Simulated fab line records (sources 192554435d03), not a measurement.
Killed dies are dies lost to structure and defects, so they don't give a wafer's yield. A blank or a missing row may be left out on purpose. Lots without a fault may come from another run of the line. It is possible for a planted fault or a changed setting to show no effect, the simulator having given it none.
Chamber matching + flow n5-finfet + 3 sister chambers for N5_BEOL_M5_PRE_CLEAN_77 on cvd-co-02
The step time 15 s. 6 wafers are shown with their chamber, then 12 later ones without.

EACH WAFER AND ITS CHAMBER
| wafer  | chamber | heater-power-w (W) |
|--------|---------|--------------------|
| L084.5 | 2       | 93                 |
| L086.4 | 0       | 91                 |
| L086.5 | 2       | 90                 |
| L090.2 | 0       | 94                 |
| L090.3 | 1       | 73                 |
| L090.4 | 1       | 73                 |

WAFERS WITH NO CHAMBER GIVEN
| wafer  | heater-power-w (W) |
|--------|--------------------|
| L092.2 | 73                 |
| L092.5 | 69                 |
| L092.6 | 95                 |
| L091.1 | 90                 |
| L091.3 | 71                 |
| L091.6 | 74                 |
| L097.1 | 93                 |
| L097.3 | 91                 |
| L097.6 | 96                 |
| L096.4 | 88                 |
| L096.5 | 91                 |
| L096.6 | 94                 |

THE CHAMBER EACH PASSED THROUGH
| wafer  | from the rows above     | in truth |
|--------|-------------------------|----------|
| L092.2 | 1                       | 1        |
| L092.5 | 1                       | 1        |
| L092.6 | can't be placed: 0 or 2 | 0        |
| L091.1 | can't be placed: 2 or 0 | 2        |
| L091.3 | 1                       | 1        |
| L091.6 | 1                       | 1        |
| L097.1 | can't be placed: 0 or 2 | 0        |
| L097.3 | can't be placed: 2 or 0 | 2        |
| L097.6 | can't be placed: 0 or 2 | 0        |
| L096.4 | can't be placed: 2 or 0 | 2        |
| L096.5 | can't be placed: 2 or 0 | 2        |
| L096.6 | can't be placed: 0 or 2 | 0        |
Correct placement for 4 of the 12. Unplaceable from these rows: 8, with the true chamber sitting among the candidates in 8. Number placed wrongly: 0.
How it was worked out, from the rows above alone: a wafer's distance from a chamber is the root of the sum, over the readings, of the square of ((its reading less the chamber's mean) divided by the reading's scatter). The wafer belongs to the nearest chamber; if the next one is less than 2 further off, it can't be placed. Each chamber's mean is taken over the wafers shown for it. The scatter: take each reading less its chamber's mean, square it, sum over the shown wafers, divide by the number of wafers less the number of chambers, and take the root.
